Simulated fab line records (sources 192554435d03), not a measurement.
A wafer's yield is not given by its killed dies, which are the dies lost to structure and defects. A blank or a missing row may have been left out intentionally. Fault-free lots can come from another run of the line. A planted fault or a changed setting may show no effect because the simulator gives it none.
3 desks, one fault ; flow n5 finfet ; what lay behind the numbers comes last; until then each desk has only its own

== FROM THE METROLOGY DESK ==
Lot by lot, what the gauges showed, no matter which tool ran the lot: averages of those sampled wafers that carry a number. Any lot whose mean is over 4 standard deviations away from the usual mean is out of limits and marked OUT; that distance is given in the brackets.
Columns: A = M9_THK at N5_BEOL_M9_THK_MEAS_53, usual 140.7 nm
lot;first seen here;A
L545;day 12 13:56;138.3
L546;day 12 21:16;143.9
L544;day 12 21:43;143.1
L548;day 13 17:53;139.6
L551;day 13 22:37;141.5
L552;day 14 00:52;139.1
L560;day 16 13:38;139.7
L559;day 16 22:50;139.6
L564;day 17 16:48;140.1
L565;day 18 08:17;141.0
L562;day 18 13:09;141.0
This desk found nothing out of limits on any of the 11 lots.

== TOOL OWNER'S DESK, litho track-02 ==
The tool's own readings at N5_BEOL_M10_COAT_60 (time 60 s, resist thk 30 nm): means of the sampled wafers that have a number, for each lot that ran on this tool. Any lot whose mean is over 4 standard deviations away from the usual mean is out of limits and marked OUT; that distance is given in the brackets.
Columns: A = spin speed rpm at N5_BEOL_M10_COAT_60, usual 1499.9 rpm
lot;first seen here;A
L544;day 12 23:48;1499.3
L548;day 13 20:25;1500.1
L551;day 14 00:19;1195.8 (-99 or more) OUT
L552;day 14 02:44;1195.6 (-99 or more) OUT
L564;day 17 18:28;1499.3
This desk's finding: out of limits on L551, L552; first on L551, day 14 00:19 (spin speed rpm at N5_BEOL_M10_COAT_60). In limits: L544, L548, L564.

== THE DEFECT DESK ==
Lot by lot, what the route's inspections counted, given as the mean of those sampled wafers with a number. Any lot whose mean is over 4 standard deviations away from the usual mean is out of limits and marked OUT; that distance is given in the brackets.
Columns: A = raw defect count at N5_BEOL_M9_INSPECT_58, usual 69
lot;first seen here;A
L545;day 12 14:06;75
L546;day 12 21:26;82
L544;day 12 21:53;54
L548;day 13 18:03;70
L551;day 13 22:47;82
L552;day 14 01:04;72
L560;day 16 13:47;108
L559;day 16 23:00;61
L564;day 17 16:58;60
L565;day 18 08:27;48
L562;day 18 13:19;45
This desk found nothing out of limits on any of the 11 lots.

== BROUGHT TOGETHER ==
The tool owner's desk had the chance to raise an alarm at day 14 00:19 on L551, L552.
The metrology desk saw nothing out of limits.
Nothing the defect desk looked at was out of limits.
The metrology desk has L551, L552 on record, within its limits.
The defect desk has L551, L552 on record, within its limits.
The lots listed all ran N5_BEOL_M10_COAT_60 on litho track-02.

== WHAT THE SIMULATOR PUT IN ==
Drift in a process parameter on litho track-02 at N5_BEOL_M10_COAT_60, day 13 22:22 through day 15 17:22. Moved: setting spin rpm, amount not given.
Lots struck among those shown: L551, L552.
How many hours passed from the start of the fault until each desk's first out-of-limits reading: the tool owner's desk, 2.
